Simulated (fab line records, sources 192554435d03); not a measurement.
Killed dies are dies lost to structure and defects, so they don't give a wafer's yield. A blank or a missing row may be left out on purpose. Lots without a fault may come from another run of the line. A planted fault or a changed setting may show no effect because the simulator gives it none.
Chamber matching | flow n5_finfet | N5_PMOS_HMC_CHANNEL_EPI_STRIP_33 on rie_diel-05: 4 sister chambers
The step strips in N2/H2. 24 wafers are shown with their chamber, then 12 later ones without.

WAFERS WITH THEIR CHAMBER
wafer  | chamber | showerhead_plenum_p_Torr (Torr) | throttle_valve_pct (%) | drypump_motor_current_A (A)
L074.2 | 3       | 3.34                            | 18.7                   | 5.3
L074.3 | 1       | 3.58                            | 18.5                   | 5.4
L074.4 | 2       | 3.57                            | 19.3                   | 5.4
L076.2 | 0       | 3.31                            | 19.4                   | 6.3
L076.4 | 1       | 3.57                            | 18.6                   | 5.3
L076.5 | 1       | 3.58                            | 18.5                   | 5.3
L077.3 | 0       | 3.31                            | 19.4                   | 6.3
L077.5 | 1       | 3.57                            | 18.5                   | 5.4
L077.6 | 2       | 3.57                            | 19.3                   | 5.4
L080.2 | 3       | 3.34                            | 18.7                   | 5.4
L080.5 | 2       | 3.57                            | 19.3                   | 5.4
L080.6 | 3       | 3.34                            | 18.7                   | 5.3
L081.1 | 0       | 3.30                            | 19.4                   | 6.3
L081.2 | 3       | 3.33                            | 18.7                   | 5.4
L081.3 | 2       | 3.56                            | 19.3                   | 5.5
L083.2 | 0       | 3.30                            | 19.4                   | 6.4
L083.5 | 1       | 3.57                            | 18.6                   | 5.3
L083.6 | 0       | 3.30                            | 19.4                   | 6.4
L084.1 | 0       | 3.30                            | 19.4                   | 6.3
L084.3 | 3       | 3.33                            | 18.7                   | 5.4
L084.6 | 3       | 3.33                            | 18.7                   | 5.3
L089.1 | 3       | 3.33                            | 18.8                   | 5.3
L089.2 | 1       | 3.56                            | 18.6                   | 5.3
L089.4 | 0       | 3.30                            | 19.4                   | 6.3

SIGNATURES (means of the wafers above)
reading                  | chamber 0 | chamber 1 | chamber 2 | chamber 3 | scatter within a chamber
showerhead_plenum_p_Torr | 3.3029    | 3.5717    | 3.5675    | 3.3343    | 0.0058
throttle_valve_pct       | 19.400    | 18.550    | 19.300    | 18.714    | 0.0343
drypump_motor_current_A  | 6.329     | 5.333     | 5.425     | 5.343     | 0.0511
Rule: a wafer's distance from a chamber is the root of the sum, over the readings, of the square of ((its reading less the chamber's mean) divided by the reading's scatter). The wafer belongs to the nearest chamber; if the next one is less than 2 further off, it can't be placed. The scatter: the root of (the sum of the squares of (reading less its chamber's mean) over the shown wafers, divided by (wafers less chambers)).

WAFERS WITHOUT THEIR CHAMBER
wafer  | showerhead_plenum_p_Torr (Torr) | throttle_valve_pct (%) | drypump_motor_current_A (A)
L091.3 | 3.29                            | 19.4                   | 6.3
L091.4 | 3.32                            | 18.8                   | 5.4
L091.6 | 3.55                            | 19.3                   | 5.4
L092.4 | 3.32                            | 18.7                   | 5.3
L092.5 | 3.32                            | 18.8                   | 5.3
L092.6 | 3.55                            | 19.3                   | 5.4
L095.1 | 3.32                            | 18.8                   | 5.3
L095.2 | 3.55                            | 19.3                   | 5.5
L095.3 | 3.56                            | 18.6                   | 5.3
L096.1 | 3.55                            | 19.3                   | 5.5
L096.3 | 3.32                            | 18.8                   | 5.3
L096.4 | 3.56                            | 18.6                   | 5.3

WHICH CHAMBER EACH WENT THROUGH
wafer  | from the rows above | in truth
L091.3 | 0                   | 0
L091.4 | 3                   | 3
L091.6 | 2                   | 2
L092.4 | 3                   | 3
L092.5 | 3                   | 3
L092.6 | 2                   | 2
L095.1 | 3                   | 3
L095.2 | 2                   | 2
L095.3 | 1                   | 1
L096.1 | 2                   | 2
L096.3 | 3                   | 3
L096.4 | 1                   | 1
Placed correctly: 12 of 12. Can't be placed from these rows: 0. Placed wrongly: 0.
